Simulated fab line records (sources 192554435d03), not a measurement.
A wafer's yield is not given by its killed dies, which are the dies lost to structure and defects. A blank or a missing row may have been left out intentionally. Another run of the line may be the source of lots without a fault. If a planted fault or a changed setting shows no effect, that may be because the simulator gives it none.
Comparing a struck lot with a sound one + flow n5_finfet + 37 out of 1938 route steps
Sound: wafers L862.2, L862.4, L862.5. Struck: wafer L856.2 (L856.1, L856.5, from the same lot, were not struck and are left out); the cause is given at the end.
Per side, at each step with rows, come the tool, then ch with its chambers, and then its first start. Under that, the readings that differ: sound wafers + struck wafers + difference of the means + sigmas: that difference in standard deviations of wafers without a fault.
alike: readings whose means differ by less than 2 such deviations, and words and numbers that are the same on both sides. not compared: withheld readings, readings that some wafer has no value for, bounds like >300 that may hide the same value, and numbers for which the record gives no deviation and whose values overlap.
A row with sigmas, a row that says differs or no value, or rows on one side alone: a step with any of these is where the two part. Numbers that don't overlap but have no deviation are shown without sigmas and don't part them. A reading that every wafer of one side lacks parts them only if that side has two wafers or more.

first, 9 steps without rows for these wafers: N5_BEOL_M12_PRE_CLEAN_42 (time 30 s); N5_BEOL_M12_SPUTTER_43 (material TaN, target thk 15 nm, time 24.19 s); N5_BEOL_M12_SPUTTER_44 (material Ta, target thk 10 nm, time 16.13 s); N5_BEOL_M12_SPUTTER_45 (material Cu, target thk 80 nm, time 13.33 s); N5_BEOL_M12_ECD_47 (material Cu, target thk 720 nm); N5_BEOL_M12_ANNEAL_48 (time 90 s); N5_BEOL_M12_CMP_49 (polishes, stops on SiOC, t overpolish 20.6 s, target thk 320 nm); N5_BEOL_M12_PRE_CLEAN_52 (time 15 s); N5_BEOL_M12_DEP_53 (deposits SiCN from 3MS/NH3, target thk 30 nm, time 10.5 s).
N5_BEOL_M13_ILD_DEP_00: deposits SiOC from DEMS/O2, target thk 837.92 nm, time 166.4 s.
  sound on pecvd-04 ch 0,1, day 15 14:47; struck on pecvd-03 ch 1, day 13 18:52
| reading                                       | sound             | struck | difference | sigmas |
|-----------------------------------------------|-------------------|--------|------------|--------|
| run_length_s (s)                              | 210.9 210.8 210.9 | 221.4  | +10.5      | +20    |
| showerhead_plenum_p_Torr (Torr)               | 5.705 5.694 5.717 | 5.676  | -0.029     | -2     |
| showerhead_vpp_V (V)                          | 1312 1297 1301    | 1482   | +179       | +3     |
| model.SiOC_of_BEOL_M13_ILD_DEP_00.thk_nm (nm) | 842.2 845.4 842.4 | 892.4  | +49.1      |        |
  alike: heater_power_w, throttle_valve_pct
N5_BEOL_M13_THK_MEAS_01:
  struck on film_metro-01, day 13 19:01; sound on film_metro-01, day 15 14:59
| reading          | sound       | struck | difference | sigmas |
|------------------|-------------|--------|------------|--------|
| M13_ILD_THK (nm) | 842 845 842 | 892    | +49        | +5     |
then, 10 steps without rows for these wafers: N5_BEOL_M13_COAT_58 (time 60 s, resist thk 89 nm); N5_BEOL_M13_COAT_04 (resist thk 400 nm); N5_BEOL_M13_EBR_06; N5_BEOL_M13_SOFTBAKE_05 (time 60 s); N5_BEOL_M13_EXPOSE_07 (exposes mask V12); N5_BEOL_M13_PEB_08 (peb time 90 s); N5_BEOL_M13_DEVELOP_09 (develop time 45 s); N5_BEOL_M13_HARDBAKE_14 (time 120 s); N5_BEOL_M13_DESCUM_15 (chemistry O2, time 7.9 s); N5_BEOL_M13_ETCH_59 (etches BARC in N2/H2, target depth 89 nm, overetch 26.7 nm, time 67.9 s).
N5_BEOL_M13_VIA_ETCH_16: etches SiOC in C4F8/O2/Ar, target depth 921.7 nm.
  sound on rie_diel-02 ch 0,1, day 15 15:38; struck on rie_diel-06 ch 2, day 13 19:29
| reading                                    | sound             | struck | difference | sigmas |
|--------------------------------------------|-------------------|--------|------------|--------|
| model.etch.depth_nm (nm)                   | 842.2 845.5 842.3 | 892.4  | +49.1      |        |
| model.coat_of_BEOL_M13_COAT_04.thk_nm (nm) | 69.2 68.8 66.6    | 52.8   | -15.4      |        |
  alike: O2_flow_sccm, drypump_motor_current_A, oes_product_au, rf_vpp_V, showerhead_plenum_p_Torr, throttle_valve_pct
N5_BEOL_M13_STRIP_63: strips in N2/H2.
  sound on plasma_asher-01 ch 0,1, day 15 15:53; struck on plasma_asher-01 ch 1, day 13 19:43
| reading                      | sound          | struck | difference | sigmas |
|------------------------------|----------------|--------|------------|--------|
| h2_flow_sccm (sccm)          | 3249 3237 3253 | 3271   | +25        | +3     |
| strip_time_to_endpoint_s (s) | 27.4 27.3 26.7 | 22.5   | -4.6       | -5     |
  alike: drypump_motor_current_A, heater_power_w, oes_product_au
  not compared: rf_hours_counter_h
then, 12 steps without rows for these wafers: N5_BEOL_M13_STRIP_64 (strips in N2/H2); N5_BEOL_M13_STRIP_71 (strips in post etch residue remover, time 60 s); N5_BEOL_M13_SRD_72 (time 30 s, dry time 30 s); N5_BEOL_M13_COAT_65 (time 60 s, resist thk 350 nm); N5_BEOL_M13_COAT_66 (time 60 s, resist thk 110 nm); N5_BEOL_M13_COAT_22 (resist thk 300 nm); N5_BEOL_M13_EBR_24; N5_BEOL_M13_SOFTBAKE_23 (time 60 s); N5_BEOL_M13_EXPOSE_25 (exposes mask M13, target cd 210 nm); N5_BEOL_M13_PEB_26 (peb time 90 s); N5_BEOL_M13_DEVELOP_27 (develop time 45 s); N5_BEOL_M13_HARDBAKE_32 (time 120 s).
N5_BEOL_M13_CMP_49: polishes, stops on SiOC, t overpolish 17.1 s, target thk 420 nm.
  sound on cmp-04 ch 0,3, day 15 23:17; struck on cmp-01 ch 0, day 14 00:33
| reading                                       | sound           | struck | difference | sigmas |
|-----------------------------------------------|-----------------|--------|------------|--------|
| model.SiOC_of_BEOL_M13_ILD_DEP_00.thk_nm (nm) | 782.4 785.6 785 | 832.4  | +48.1      |        |
  alike: motor_current_A
N5_PASSIVATION_PROBE_49:
  rows exist in the record for the sound wafers here (prober-02, day 16 23:14), none for the struck ones

== WHERE THEY PART ==
Last at N5_PASSIVATION_PROBE_49 as far as this record goes, first at N5_BEOL_M13_ILD_DEP_00.

WHY: the cause the simulator had injected
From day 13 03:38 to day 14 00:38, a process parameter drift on pecvd-03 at N5_BEOL_M13_ILD_DEP_00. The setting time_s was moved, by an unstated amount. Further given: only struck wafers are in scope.
